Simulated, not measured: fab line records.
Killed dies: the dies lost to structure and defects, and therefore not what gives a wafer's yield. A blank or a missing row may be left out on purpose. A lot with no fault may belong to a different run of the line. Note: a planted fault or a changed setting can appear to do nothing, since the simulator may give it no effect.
fab line records	flow n5_finfet
[record] lots = 8	wafers = 24	last_day = 18
route steps=1938 shown BEOL_M4@1111 BEOL_M7@1280 PASSIVATION@1936
lots that met no fault: taken from a fault-free run of the same line
start_h: the number of hours between the record's first day and the start of the first shown wafer of the lot	wait_h: time in hours since the lot's previous step	" identical to the entry in the row above	L1.1+2: a row that stands for several wafers	- either no value or no given start	* or withheld: withheld	< > ~ a bound
route shown NAME@n: names a module that has steps shown in the file, with the first one's number in the route	usual: mean/standard deviation taken from wafers without a fault	same: alike in all rows	chamber/n: place in a boat	sites: readings site by site	_std_site: standard deviation across them	_edge_site: the outer-site mean with the inner-site mean subtracted	radius_mm: for every site, how far away it sits from the centre of the wafer	mask NAME#n: copy n	behind: tool/chamber where the wafer was last shaped	hold: why the lot went on hold/how many hours it stayed there/how the hold came to an end	device: transistor that didn't switch, given as n, p or np	end of line: tests of these same wafers at the route's end	step lacking rows: just its recipe	killed: not the wafer's yield, but the dies lost to structure and defects at the first sort	map: the dies of a wafer, with x for killed, . for not killed, _ for no die there
set.NAME: the setting the step ran with; set.NAME@STEP: the setting that earlier step ran with	model.NAME: the simulator's own value behind a step, which no gauge read
one table for each step of the route and one row for each wafer, over a sample of lots
services: when a tool's chamber went out of use (start_h, in hours from the record's first day, below 0 if earlier), for how many hours, and the reason
[[steps]]
[step N5_BEOL_M4_RC_MEAS_101]
[usual] DIBL_N = 35.9/1.4	DIBL_P = 35.9/1.7	IOFF_N = 0.160/0.026	IOFF_P = 0.21/0.036	ION_N = 672/11	ION_P = 461/8.1	SS_N = 71.4/0.54	SS_P = 73.2/0.67	VT_N = 249.3/2.7	VT_P = -250/3.9
lot.wafer	tool	chamber	start_h	wait_h	DIBL_N[mV/V]	DIBL_P[mV/V]	IOFF_N[nA/um]	IOFF_P[nA/um]	ION_N[uA/um]	ION_P[uA/um]	SS_N[mV/dec]	SS_P[mV/dec]	VT_N[mV]	VT_P[mV]
L693.2	prober-01	0	197.59	0.2	35.8	37.4	0.168	0.24	689	473	71.4	73.3	248.0	-249
L693.3	"	0	"	"	37.2	38.3	0.183	0.24	681	463	71.7	73.6	246.9	-247
L693.4	"	0	"	"	35.4	36.6	0.158	0.21	666	459	70.7	73.8	249.3	-252
L692.1	prober-01	0	206.52	0.0	37.4	35.6	0.178	0.20	674	456	71.8	73.3	247.8	-255
L692.3	"	0	"	"	37.1	36.0	0.178	0.21	686	458	71.6	73.6	249.2	-253
L692.5	"	0	"	"	35.0	33.4	0.136	0.16	664	448	71.7	72.4	253.0	-255
L704.4	prober-02	0	261.40	0.5	37.7	38.0	0.194	0.29	690	478	71.5	73.4	245.4	-244
L704.5	"	0	"	"	38.6	38.5	0.223	0.30	675	467	71.7	74.1	243.9	-244
L704.6	"	0	"	"	36.4	36.7	0.178	0.26	681	474	71.2	72.9	244.9	-244
L703.1	prober-01	0	265.84	0.0	36.9	35.9	0.178	0.21	678	461	72.2	73.9	247.4	-249
L703.2	"	0	"	"	35.4	34.5	0.158	0.20	664	453	72.0	72.6	249.4	-252
L703.6	"	0	"	"	35.4	34.0	0.147	0.18	662	445	71.9	73.1	252.3	-254
L705.1	prober-01	0	276.40	0.0	37.8	38.4	0.207	0.23	679	458	72.8	73.4	246.9	-248
L705.2	"	0	"	"	34.7	34.8	0.137	0.18	658	456	71.4	72.3	250.4	-252
L705.4	"	0	"	"	37.3	38.4	0.178	0.23	672	459	72.2	74.3	245.6	-248
L706.1	prober-01	0	288.39	0.0	35.5	35.9	0.162	0.25	663	465	72.1	72.7	249.5	-243
L706.3	"	0	"	"	37.5	38.4	0.193	0.28	680	472	72.4	74.2	248.3	-244
L706.4	"	0	"	"	35.4	35.7	0.156	0.24	667	462	71.2	72.8	249.9	-248
L707.1	prober-02	0	309.35	0.0	36.1	34.4	0.142	0.15	664	450	70.9	72.8	249.5	-258
L707.3	"	0	"	"	37.1	36.0	0.142	0.17	643	441	71.9	73.1	253.3	-254
L707.6	"	0	"	"	37.0	36.6	0.158	0.18	674	450	71.8	73.2	248.2	-255
L710.1	prober-02	0	316.26	0.0	36.1	36.2	0.149	0.18	665	456	71.0	72.9	252.6	-253
L710.4	"	0	"	"	35.0	35.4	0.136	0.17	678	459	70.9	73.7	253.1	-255
L710.6	"	0	"	"	38.2	39.4	0.190	0.24	675	462	71.5	74.2	249.5	-248
[step N5_BEOL_M7_ETCH_61]
[recipe] chemistry = CF4	target = SiARC	target_depth_a = 455	mask_material = CAR-ArF	time_s = 75.8	ion_energy_ev = 80	pressure_mtorr = 40	source_w = 545	bias_w = 36	Ar_flow_sccm = 100	cf4_flow_sccm = 100	ends = cleared
[usual] bias_w = 36.01/0.1	cf4_flow_sccm = 100.04/0.28	chamber_pressure_mTorr = 40.00/0.049	drypump_motor_current_A = 5.8/0.51	etch_rf_on_time_s = 75.8/1.8	oes_product_au = 0.67/0.071	rf_vpp_V = 184.4/1	showerhead_plenum_p_Torr = 2.17/0.059	throttle_valve_pct = 15.6/0.33
lot.wafer	tool	chamber	start_h	wait_h	bias_w	cf4_flow_sccm	chamber_pressure_mTorr	drypump_motor_current_A	etch_rf_on_time_s	oes_product_au	rf_hours_counter_h	rf_vpp_V	showerhead_plenum_p_Torr	throttle_valve_pct
L693.2	rie_diel-04	2	225.10	0.0	35.90	100.09	40.03	5.7	76.1	0.61	167	185.5	2.22	16.0
L693.3	"	1	"	"	36.10	99.81	40.00	6.3	77.7	0.61	203	185.7	2.21	15.4
L693.4	"	3	"	"	36.02	99.94	39.97	5.8	70.8	0.87	8	183.6	2.18	15.0
L692.1	rie_diel-03	3	225.85	0.0	36.02	99.68	40.02	5.6	75.3	0.74	49	186.3	2.27	15.3
L692.3	"	2	"	"	35.94	99.58	40.03	5.0	77.5	0.66	116	184.3	2.15	15.7
L692.5	"	2	"	"	36.03	100.08	40.05	5.0	77.6	0.66	-	183.4	2.15	15.7
L704.4	rie_diel-04	1	284.23	0.0	36.13	100.11	40.00	6.3	78.0	0.60	221	184.7	2.20	15.4
L704.5	"	2	"	"	35.91	99.68	39.98	5.7	76.3	0.61	-	183.6	2.21	16.0
L704.6	"	3	"	"	36.10	100.51	39.95	5.7	72.3	0.80	-	183.3	2.18	15.0
L703.1	rie_diel-04	1	288.77	0.0	36.13	100.47	40.01	6.3	76.6	0.61	223	184.6	2.20	15.5
L703.2	"	3	"	"	36.16	100.13	40.05	5.7	71.3	0.81	28	183.7	2.18	15.0
L703.6	"	2	"	"	36.17	100.04	39.99	5.7	76.1	0.59	-	185.4	2.21	16.0
L705.1	rie_diel-04	3	298.92	0.0	36.09	99.67	40.02	5.7	71.9	0.80	31	184.1	2.18	15.0
L705.2	"	1	"	"	35.88	100.29	39.97	6.3	77.2	0.60	226	185.7	2.20	15.5
L705.4	"	0	"	"	36.11	99.78	40.03	5.6	77.0	0.59	219	183.4	2.12	16.0
L706.1	rie_diel-03	1	310.07	0.0	35.92	100.06	39.97	6.0	77.6	0.61	209	182.0	2.04	15.8
L706.3	"	3	"	"	36.14	100.34	39.98	5.6	75.3	0.72	73	185.5	2.26	15.4
L706.4	"	2	"	"	35.88	99.81	39.97	5.0	79.1	0.64	141	183.4	2.14	15.8
L707.1	rie_diel-02	2	332.59	0.0	36.07	99.92	40.05	6.6	75.8	0.69	74	185.1	2.17	15.2
L707.3	"	0	"	"	36.11	100.27	39.99	5.1	76.4	0.57	250	184.9	2.10	16.0
L707.6	"	1	"	"	36.03	100.68	39.99	5.4	74.2	0.68	-	183.3	2.15	15.3
L710.1	rie_diel-02	2	340.25	0.0	36.11	100.17	39.98	6.6	74.8	0.70	78	186.0	2.17	15.2
L710.4	"	3	"	"	36.22	99.90	40.01	6.6	74.9	0.71	-	185.0	2.24	15.5
L710.6	"	2	"	"	36.12	100.10	39.98	6.6	74.6	0.71	-	183.5	2.17	15.2
[step N5_BEOL_M7_ETCH_65]
[recipe] chemistry = CF4	target = SiARC	target_depth_a = 156	mask_material = CAR-EUV	time_s = 26	ion_energy_ev = 80	pressure_mtorr = 40	source_w = 545	bias_w = 36	Ar_flow_sccm = 100	cf4_flow_sccm = 100	ends = cleared
[usual] bias_w = 35.99/0.1	cf4_flow_sccm = 100.0/0.32	chamber_pressure_mTorr = 40.00/0.038	drypump_motor_current_A = 5.8/0.46	etch_rf_on_time_s = 26.0/0.7	oes_product_au = 0.67/0.08	rf_vpp_V = 184.4/1.1	showerhead_plenum_p_Torr = 2.17/0.056	throttle_valve_pct = 15.6/0.35
lot.wafer	tool	chamber	start_h	wait_h	bias_w	cf4_flow_sccm	chamber_pressure_mTorr	drypump_motor_current_A	etch_rf_on_time_s	oes_product_au	rf_hours_counter_h	rf_vpp_V	showerhead_plenum_p_Torr	throttle_valve_pct
L693.2	rie_diel-04	0	226.13	0.0	35.94	100.1	40.01	5.6	26.6	0.60	197	183.5	2.12	16.0
L693.3	"	1	"	"	36.00	100.2	40.01	6.3	26.6	0.61	204	184.7	2.21	15.4
L693.4	"	3	"	"	35.90	100.0	39.99	5.7	24.7	0.85	8	185.5	2.18	15.0
L692.1	rie_diel-04	3	227.55	0.0	35.97	99.9	39.98	5.7	24.4	0.85	9	184.4	2.18	15.0
L692.3	"	1	"	"	36.00	99.6	39.98	6.3	26.3	0.62	204	182.2	2.21	15.4
L692.5	"	3	"	"	35.93	99.7	40.03	5.7	24.5	0.84	-	185.7	2.18	15.0
L704.4	rie_diel-03	0	285.32	0.0	-	-	-	-	-	-	-	-	-	-
L704.5	"	3	"	"	-	-	-	-	-	-	-	-	-	-
L704.6	"	2	"	"	-	-	-	-	-	-	-	-	-	-
L703.1	rie_diel-02	3	291.11	0.0	-	-	-	-	-	-	-	-	-	-
L703.2	"	1	"	"	-	-	-	-	-	-	-	-	-	-
L703.6	"	3	"	"	-	-	-	-	-	-	-	-	-	-
L705.1	rie_diel-04	0	299.82	0.0	-	-	-	-	-	-	-	-	-	-
L705.2	"	1	"	"	-	-	-	-	-	-	-	-	-	-
L705.4	"	2	"	"	-	-	-	-	-	-	-	-	-	-
L706.1	rie_diel-02	3	314.03	0.0	35.93	99.7	40.02	6.6	25.6	0.73	72	186.6	2.25	15.5
L706.3	"	2	"	"	36.02	100.0	39.97	6.6	26.1	0.70	67	184.8	2.18	15.1
L706.4	"	0	"	"	35.98	100.4	39.99	5.1	26.0	0.57	241	182.9	2.10	16.0
L707.1	rie_diel-03	0	334.96	0.0	36.07	100.1	40.03	5.9	26.8	0.61	211	183.5	2.12	15.7
L707.3	"	1	"	"	36.14	99.7	40.02	6.0	26.7	0.60	219	183.0	2.03	15.9
L707.6	"	0	"	"	36.06	100.8	40.04	5.9	26.7	0.61	-	183.4	2.13	15.8
L710.1	rie_diel-04	2	341.23	0.0	36.07	99.8	39.96	5.7	26.2	0.60	195	187.0	2.21	16.0
L710.4	"	1	"	"	36.12	99.9	40.01	6.3	26.6	0.60	228	185.0	2.20	15.5
L710.6	"	1	"	"	36.07	100.1	40.01	6.3	26.5	0.60	-	185.7	2.20	15.5
[step N5_BEOL_M7_ETCH_66]
[recipe] chemistry = N2/H2	target = SOC	target_depth_a = 800	overetch_a = 160	mask_material = SiARC	temp_c = 40	time_s = 120	ion_energy_ev = 200	pressure_mtorr = 30	source_w = 840	bias_w = 150	n2_flow_sccm = 200	h2_flow_sccm = 200
[usual] bias_w = 150.0/0.44	chamber_pressure_mTorr = 30.002/0.027	drypump_motor_current_A = 5.8/0.46	oes_product_au = 0.60/0.063	rf_vpp_V = 524.9/2.1	showerhead_plenum_p_Torr = 2.58/0.075	throttle_valve_pct = 17.76/0.28
lot.wafer	tool	chamber	start_h	wait_h	bias_w	chamber_pressure_mTorr	drypump_motor_current_A	oes_product_au	rf_hours_counter_h	rf_vpp_V	showerhead_plenum_p_Torr	throttle_valve_pct
L693.2	rie_diel-04	0	226.16	0.0	150.5	29.979	5.6	0.55	197	523.0	2.50	18.02
L693.3	"	1	"	"	150.1	30.004	6.3	0.56	204	526.7	2.63	17.54
L693.4	"	3	"	"	149.6	29.995	5.8	0.74	9	525.3	2.62	17.30
L692.1	rie_diel-04	3	227.58	0.0	149.8	30.003	5.7	0.73	9	525.1	2.62	17.30
L692.3	"	1	"	"	150.2	29.992	6.3	0.55	205	526.9	2.63	17.55
L692.5	"	3	"	"	150.0	30.034	5.7	0.73	-	525.2	2.62	17.30
L704.4	rie_diel-03	0	285.35	0.0	150.2	30.006	5.9	0.28	192	523.9	2.53	17.87
L704.5	"	3	"	"	150.8	30.053	5.6	0.31	-	528.2	2.69	17.54
L704.6	"	2	"	"	149.7	29.999	5.0	0.28	-	523.7	2.53	17.82
L703.1	rie_diel-02	3	291.14	0.0	149.8	30.009	6.5	0.32	63	527.2	2.70	17.68
L703.2	"	1	"	"	149.8	29.991	5.4	0.30	98	524.8	2.56	17.47
L703.6	"	3	"	"	149.7	29.983	6.6	0.32	-	527.4	2.70	17.69
L705.1	rie_diel-04	0	299.85	0.0	150.0	29.984	5.6	0.27	220	522.5	2.49	18.03
L705.2	"	1	"	"	150.0	29.995	6.3	0.27	226	525.0	2.62	17.55
L705.4	"	2	"	"	149.8	30.001	5.8	0.27	191	527.1	2.61	18.05
L706.1	rie_diel-02	3	314.05	0.0	150.4	29.989	6.6	0.65	72	528.2	2.69	17.75
L706.3	"	2	"	"	150.5	30.009	6.6	0.63	67	525.1	2.59	17.57
L706.4	"	0	"	"	149.4	29.934	5.1	0.51	241	522.6	2.50	18.23
L707.1	rie_diel-03	0	334.99	0.0	149.6	30.053	5.9	0.56	211	522.7	2.52	17.95
L707.3	"	1	"	"	150.5	30.034	6.0	0.55	219	520.1	2.40	17.98
L707.6	"	0	"	"	149.5	30.002	5.9	0.56	-	523.3	2.52	17.93
L710.1	rie_diel-04	2	341.26	0.0	150.5	30.014	5.7	0.54	195	525.9	2.61	18.11
L710.4	"	1	"	"	149.7	29.915	6.3	0.54	228	525.4	2.62	17.59
L710.6	"	1	"	"	149.5	30.044	6.3	0.54	-	525.2	2.62	17.60
[step N5_BEOL_M7_STRIP_80]
[recipe] chemistry = N2/H2	time_s = 10	power_w = 450	temp_c = 40	pressure_mtorr = 20	rf_frequency_hz = 6e+07	bias_power_w = 7	n2_flow_sccm = 200	h2_flow_sccm = 200
[usual] chamber_pressure_mTorr = 20.001/0.018	drypump_motor_current_A = 5.8/0.45	oes_product_au = 0.78/0.088	rf_vpp_V = 59.3/0.91	showerhead_plenum_p_Torr = 2.57/0.075	throttle_valve_pct = 23.56/0.26
lot.wafer	tool	chamber	start_h	wait_h	chamber_pressure_mTorr	drypump_motor_current_A	oes_product_au	rf_hours_counter_h	rf_vpp_V	showerhead_plenum_p_Torr	throttle_valve_pct
L693.2	rie_diel-04	0	-	-	19.980	5.6	0.72	197	57.9	2.50	23.77
L693.3	"	1	"	"	19.975	6.3	0.73	204	60.0	2.63	23.24
L693.4	"	3	"	"	19.990	5.8	0.99	9	59.6	2.62	23.14
L692.1	rie_diel-04	3	-	-	20.013	5.7	0.97	9	59.4	2.62	23.14
L692.3	"	1	"	"	19.997	6.3	0.73	205	59.7	2.63	23.25
L692.5	"	3	"	"	20.021	5.7	0.98	-	58.2	2.62	23.14
L704.4	rie_diel-03	0	-	-	20.035	5.9	0.74	192	58.2	2.53	23.74
L704.5	"	3	"	"	19.970	5.6	0.84	-	58.2	2.68	23.49
L704.6	"	2	"	"	20.004	5.0	0.78	-	60.3	2.53	23.58
L703.1	rie_diel-02	3	-	-	20.020	6.5	0.85	63	59.4	2.69	23.54
L703.2	"	1	"	"	20.019	5.4	0.80	98	59.5	2.56	23.33
L703.6	"	3	"	"	20.009	6.5	0.86	-	59.8	2.69	23.52
L705.1	rie_diel-04	0	-	-	19.990	5.6	0.70	220	59.5	2.49	23.83
L705.2	"	1	"	"	20.014	6.3	0.71	226	60.2	2.62	23.26
L705.4	"	2	"	"	19.991	5.7	0.70	191	59.4	2.61	23.79
L706.1	rie_diel-02	3	-	-	19.998	6.6	0.86	72	59.4	2.69	23.54
L706.3	"	2	"	"	20.021	6.6	0.84	67	58.1	2.59	23.61
L706.4	"	0	"	"	19.989	5.1	0.68	242	57.8	2.49	24.11
L707.1	rie_diel-03	0	-	-	20.003	5.9	0.71	211	59.7	2.52	23.75
L707.3	"	1	"	"	20.012	6.0	0.71	219	56.9	2.39	23.68
L707.6	"	0	"	"	20.027	5.9	0.72	-	59.7	2.52	23.77
L710.1	rie_diel-04	2	-	-	20.019	5.7	0.70	195	60.3	2.61	23.79
L710.4	"	1	"	"	19.994	6.3	0.71	228	58.7	2.62	23.27
L710.6	"	1	"	"	20.011	6.3	0.70	-	59.8	2.62	23.29
[step N5_PASSIVATION_PROBE_49]
[usual] defect_limited_yield = 90.9/1.5	killed_at_M0_to_M3 = 35/10	killed_at_M4_up = 14/5.2	killed_at_contacts = 13/7.3	killed_at_front_end = 42/12	killed_at_other = 3.4/2.5	killed_dies = 108/18	killed_on_rim = 14/4.2	killed_open = 70/13	killed_short = 35/8	sort_bin_5_function = 5.4/1	sort_bin_6_memory = 3.4/0.71	sort_bin_8_speed = 0.00/0.0099	sort_n_pass = 1072/18	sort_yield_pct = 90.9/1.5
[same] gross_dies = 1180	killed_at_back_side = 0	sort_bin_4_leakage[%] = 0
lot.wafer	tool	chamber	start_h	wait_h	defect_limited_yield[%]	killed_at_M0_to_M3	killed_at_M4_up	killed_at_contacts	killed_at_front_end	killed_at_other	killed_dies	killed_on_rim	killed_open	killed_short	sort_bin_5_function[%]	sort_bin_6_memory[%]	sort_bin_8_speed[%]	sort_n_pass	sort_yield_pct[%]
L693.2	prober-01	-	299.93	0.1	92.5	46	9	9	21	3	88	12	45	41	4.4	2.5	0	1092	92.5
L693.3	prober-01	-	299.98	0.1	91.3	49	14	10	29	1	103	15	65	38	4.7	3.6	0	1077	91.3
L693.4	prober-01	-	300.03	0.2	92.6	48	13	4	20	2	87	5	54	32	4.3	2.8	0	1093	92.6
L704.4	prober-02	-	367.17	0.2	0	30	1090	18	42	0	1180	152	63	36	96.4	3.4	0	0	0
L704.5	prober-02	-	367.22	0.2	0	55	1086	5	34	0	1180	152	62	45	96.9	2.7	0	0	0
L704.6	prober-02	-	367.27	0.3	0	31	1098	8	39	4	1180	152	73	26	96.7	3.1	0	0	0
L703.1	prober-02	-	376.57	0.0	0	48	1076	11	39	6	1180	152	86	43	95.3	4.1	0	0	0
L703.2	prober-02	-	376.62	0.1	0	39	1088	18	32	3	1180	152	77	29	96.2	3.4	0	0	0
L703.6	prober-02	-	376.82	0.3	0	53	1079	14	32	2	1180	152	71	43	96.0	3.3	0	0	0
L705.1	prober-02	-	381.99	0.0	0	32	1088	10	44	6	1180	152	81	22	96.5	3.1	0	0	0
L705.2	prober-02	-	382.04	0.1	0	32	1106	14	26	2	1180	152	58	25	97.5	2.5	0	0	0
L705.4	prober-02	-	382.14	0.2	0	30	1099	9	40	2	1180	152	62	38	96.6	3.2	0	0	0
L706.1	prober-01	-	405.70	0.0	92.4	19	7	10	47	7	90	12	59	26	4.6	2.9	0	1090	92.4
L706.3	prober-01	-	405.80	0.1	93.6	26	11	1	34	3	75	6	45	27	3.8	2.5	0	1105	93.6
L706.4	prober-01	-	405.85	0.2	89.8	37	9	10	64	0	120	12	82	32	6.8	2.9	0	1060	89.8
// killed by level:class
L693.2 BEOL_M0_SAQP:geometric_particle:short=16 BEOL_M0_SAQP:geometric_particle:open=11 FIN_SAQP:geometric_particle:short=6 MOL_CONTACT_COAG:geometric_particle:open=6 BEOL_M3:geometric_particle:open=6 FIN_SAQP:geometric_particle:open=3 STI_FIN_REVEAL:geometric_particle:open=3 BEOL_M4:geometric_particle:open=3
L693.3 BEOL_M0_SAQP:geometric_particle:open=15 BEOL_M0_SAQP:geometric_particle:short=12 BEOL_M2:geometric_particle:open=11 BEOL_M5:geometric_particle:open=7 STI_FIN_REVEAL:geometric_particle:open=6 MOL_CONTACT_COAG:geometric_particle:short=5 MOL_CONTACT_COAG:geometric_particle:open=5 FIN_SAQP:geometric_particle:short=4
L693.4 BEOL_M0_SAQP:geometric_particle:short=13 BEOL_M0_SAQP:geometric_particle:open=10 BEOL_M4:geometric_particle:open=7 BEOL_M1:geometric_particle:open=6 BEOL_M3:geometric_particle:open=6 STARTING-WAFER:geometric_particle:open=6 BEOL_M3:geometric_particle:short=5 DUMMY_GATE:geometric_particle:open=4
L704.4 BEOL_M7:area_etch=1081 FIN_SAQP:geometric_particle:open=15 MOL_CONTACT_COAG:geometric_particle:open=13 BEOL_M0_SAQP:geometric_particle:short=8 BEOL_M0_SAQP:geometric_particle:open=8 FIN_SAQP:geometric_particle:short=5 DUMMY_GATE:geometric_particle:open=5 MOL_CONTACT_COAG:geometric_particle:short=5
L704.5 BEOL_M7:area_etch=1072 BEOL_M0_SAQP:geometric_particle:open=15 BEOL_M0_SAQP:geometric_particle:short=11 FIN_SAQP:geometric_particle:short=8 BEOL_M2:geometric_particle:open=8 BEOL_M0:geometric_particle:open=7 DUMMY_GATE:geometric_particle:open=6 DUMMY_GATE:geometric_particle:short=5
L704.6 BEOL_M7:area_etch=1081 FIN_SAQP:geometric_particle:open=15 BEOL_M2:geometric_particle:open=9 BEOL_M4:geometric_particle:open=7 MOL_CONTACT_COAG:geometric_particle:open=6 BEOL_M0:geometric_particle:open=6 STARTING-WAFER:geometric_particle:open=6 FIN_SAQP:geometric_particle:short=5
L703.1 BEOL_M7:area_etch=1051 BEOL_M4:geometric_particle:open=22 BEOL_M0_SAQP:geometric_particle:short=12 BEOL_M1:geometric_particle:open=11 STI_FIN_REVEAL:geometric_particle:open=10 BEOL_M0_SAQP:geometric_particle:open=9 MOL_CONTACT_COAG:geometric_particle:open=7 DUMMY_GATE:geometric_particle:open=5
L703.2 BEOL_M7:area_etch=1074 MOL_CONTACT_COAG:geometric_particle:open=12 BEOL_M4:geometric_particle:open=12 BEOL_M0_SAQP:geometric_particle:open=10 BEOL_M1:geometric_particle:open=9 FIN_SAQP:geometric_particle:open=8 MOL_CONTACT_COAG:geometric_particle:short=6 BEOL_M0_SAQP:geometric_particle:short=6
L703.6 BEOL_M7:area_etch=1065 BEOL_M0_SAQP:geometric_particle:open=15 BEOL_M0_SAQP:geometric_particle:short=14 MOL_CONTACT_COAG:geometric_particle:open=10 BEOL_M2:geometric_particle:open=9 FIN_SAQP:geometric_particle:open=8 BEOL_M1:geometric_particle:open=6 BEOL_M4:geometric_particle:open=6
L705.1 BEOL_M7:area_etch=1077 FIN_SAQP:geometric_particle:open=10 MOL_CONTACT_COAG:geometric_particle:open=10 BEOL_M1:geometric_particle:open=9 STI_FIN_REVEAL:geometric_particle:open=8 DUMMY_GATE:geometric_particle:open=6 GATE_CUT:geometric_particle:short=6 BEOL_M0_SAQP:geometric_particle:open=6
L705.2 BEOL_M7:area_etch=1096 MOL_CONTACT_COAG:geometric_particle:open=11 BEOL_M2:geometric_particle:open=8 BEOL_M3:geometric_particle:open=7 FIN_SAQP:geometric_particle:short=5 GATE_CUT:geometric_particle:open=5 BEOL_M0:geometric_particle:open=5 BEOL_M4:geometric_particle:open=5
L705.4 BEOL_M7:area_etch=1079 MOL_CONTACT_COAG:geometric_particle:open=8 GATE_CUT:geometric_particle:short=7 BEOL_M5:geometric_particle:open=6 FIN_SAQP:geometric_particle:short=5 STI_FIN_REVEAL:geometric_particle:open=5 DUMMY_GATE:geometric_particle:open=5 STARTING-WAFER:geometric_particle:short=5
L706.1 DUMMY_GATE:geometric_particle:open=10 STI_FIN_REVEAL:geometric_particle:open=8 BEOL_M3:geometric_particle:open=7 FIN_SAQP:geometric_particle:open=6 MOL_CONTACT_COAG:geometric_particle:open=6 GATE_CUT:geometric_particle:short=5 MOL_CONTACT_COAG:geometric_particle:short=4 STARTING-WAFER:geometric_particle:short=4
L706.3 FIN_SAQP:geometric_particle:open=12 FIN_SAQP:geometric_particle:short=9 BEOL_M2:geometric_particle:open=7 BEOL_M1:geometric_particle:short=5 BEOL_M3:geometric_particle:open=5 BEOL_M4:geometric_particle:open=5 BEOL_M1:geometric_particle:open=3 STARTING-WAFER:geometric_particle:short=3
L706.4 BEOL_M3:geometric_particle:open=13 DUMMY_GATE:geometric_particle:open=11 FIN_SAQP:geometric_particle:short=10 FIN_SAQP:geometric_particle:open=10 MOL_CONTACT_COAG:geometric_particle:open=8 BEOL_M2:geometric_particle:open=7 GATE_CUT:geometric_particle:open=6 FIN_CUT:geometric_particle:open=5
[[services]]
tool	chamber	start_h	hours	kind
rie_diel-03	0	236.50	2.5	repair
rie_diel-04	1	264.02	3.2	repair
rie_diel-02	1	266.25	1.6	repair
rie_diel-04	-	301.12	28.1	pm
rie_diel-02	0	307.62	3.9	repair
rie_diel-02	0	333.52	-	clean
rie_diel-02	0	333.52	-	consumable_replace:focus_ring
rie_diel-02	0	333.52	15.5	scheduled_down
rie_diel-02	0	333.52	15.5	vent_cycle
[[key]]
[first_sign] step = N5_BEOL_M7_ETCH_65	reading = tool_record	direction = missing
[effect] step = N5_BEOL_M7_ETCH_66	reading = oes_product_au	direction = down	sigmas = 4.9	usual = 0.60	struck = 0.29
[effect] step = N5_PASSIVATION_PROBE_49	reading = killed_at_M4_up	direction = up	sigmas = 99+	usual = 14	struck = 1090
[more_kills_born_at] N5_BEOL_M7_ETCH_65@rie_diel-04 = 3252	N5_BEOL_M7_ETCH_65@rie_diel-03 = 3234	N5_BEOL_M7_ETCH_65@rie_diel-02 = 3190
met_at N5_BEOL_M7_ETCH_65
struck_lots L703,L704,L705
later_rows_left_out L703.1,L703.2,L703.6,L704.4,L704.5,L704.6,L705.1,L705.2,L705.4
not_acting_at N5_BEOL_M7_ETCH_61,N5_BEOL_M7_STRIP_80
onset_between 227.55 285.32
[fault] kind = skipped_step_whole	tool = rie_diel-02,rie_diel-03,rie_diel-04	chamber = -	onset_h = 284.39	steps = N5_BEOL_M7_ETCH_65	scope = struck_lots_only
// later_rows_left_out: the simulator's readings of these wafers behind a module that went badly wrong aren't trusted and aren't shown, but for the sort
